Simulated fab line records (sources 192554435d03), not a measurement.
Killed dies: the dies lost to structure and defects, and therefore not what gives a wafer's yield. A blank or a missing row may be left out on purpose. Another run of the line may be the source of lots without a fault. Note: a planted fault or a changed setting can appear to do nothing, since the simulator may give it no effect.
Matching of chambers + flow n5-finfet + N5_MOL_CONTACT_COAG_ALD_133 on ald-sin-03 has 4 sister chambers
The step deposits SiO2, target thk 5 nm, pulse time 1 s, co reactant pulse time 1 s. 4 wafers are shown with their chamber, then 7 later ones without.

EACH WAFER AND ITS CHAMBER
| wafer  | chamber | heater-power-w (W) |
|--------|---------|--------------------|
| L080.1 | 3       | 76                 |
| L083.5 | 0       | 69                 |
| L084.1 | 2       | 86                 |
| L084.3 | 1       | 90                 |

WAFERS WITH NO CHAMBER GIVEN
| wafer  | heater-power-w (W) |
|--------|--------------------|
| L084.6 | 79                 |
| L087.2 | 89                 |
| L087.5 | 79                 |
| L087.6 | 93                 |
| L089.3 | 91                 |
| L089.4 | 70                 |
| L089.6 | 69                 |

EACH ONE'S CHAMBER
| wafer  | from the rows above     | in truth |
|--------|-------------------------|----------|
| L084.6 | can't be placed: 3 or 2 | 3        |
| L087.2 | can't be placed: 1 or 2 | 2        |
| L087.5 | can't be placed: 3 or 2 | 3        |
| L087.6 | can't be placed: 1 or 2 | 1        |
| L089.3 | can't be placed: 1 or 2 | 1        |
| L089.4 | 0                       | 0        |
| L089.6 | 0                       | 0        |
Correct placement for 2 of the 7. These rows do not allow placing 5 (true chamber among the candidates in 5). Wrongly placed: 0.
How it was worked out, from the rows above alone: a wafer's distance from a chamber is the root of the sum, over the readings, of the square of ((its reading less the chamber's mean) divided by the reading's scatter). The wafer belongs to the nearest chamber; if the next one is less than 2 further off, it can't be placed. A chamber's mean is the mean of its shown wafers. The scatter: root of mean squared gap, hidden wafer to nearest shown wafer, with one shown wafer a chamber.
